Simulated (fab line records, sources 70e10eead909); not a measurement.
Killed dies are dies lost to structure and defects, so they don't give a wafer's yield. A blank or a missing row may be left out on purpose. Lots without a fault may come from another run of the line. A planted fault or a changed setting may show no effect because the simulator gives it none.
Chamber matching | flow nand_harc | NHARC_A_DECK1_JOINT_CMP_13 on cmp-03: 4 sister chambers
The step polishes, target thk 51.023 nm. 4 wafers are shown with their chamber, then 12 later ones without.

WAFERS WITH THEIR CHAMBER
wafer  | chamber | motor_current_A (A)
L089.4 | 1       | 14.2
L089.2 | 0       | 13.3
L089.3 | 3       | 11.5
L089.6 | 2       | 13.3

WAFERS WITHOUT THEIR CHAMBER
wafer  | motor_current_A (A)
L091.2 | 13.7
L091.4 | 12.7
L091.6 | 14.3
L092.1 | 13.4
L092.4 | 14.4
L092.6 | 12.9
L093.1 | 11.1
L093.2 | 12.3
L093.4 | 15.1
L096.2 | 12.9
L096.3 | 11.3
L096.5 | 13.4

WHICH CHAMBER EACH WENT THROUGH
wafer  | from the rows above               | in truth
L091.2 | can't be placed: 0 or 2 or 1      | 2
L091.4 | can't be placed: 0 or 2 or 3 or 1 | 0
L091.6 | can't be placed: 1 or 0 or 2      | 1
L092.1 | can't be placed: 0 or 2 or 1      | 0
L092.4 | can't be placed: 1 or 0 or 2      | 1
L092.6 | can't be placed: 0 or 2 or 1      | 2
L093.1 | 3                                 | 3
L093.2 | can't be placed: 3 or 0 or 2      | 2
L093.4 | can't be placed: 1 or 0 or 2      | 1
L096.2 | can't be placed: 0 or 2 or 1      | 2
L096.3 | 3                                 | 3
L096.5 | can't be placed: 0 or 2 or 1      | 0
Placed correctly: 2 of 12. Can't be placed from these rows: 10 (the true chamber is among the candidates in 10). Placed wrongly: 0.
How it was worked out, from the rows above alone: a wafer's distance from a chamber is the root of the sum, over the readings, of the square of ((its reading less the chamber's mean) divided by the reading's scatter). The wafer belongs to the nearest chamber; if the next one is less than 2 further off, it can't be placed. A chamber's mean is the mean of its shown wafers. The scatter: with one shown wafer a chamber, the root of the mean of the squares of how far each hidden wafer lies from its nearest shown one.
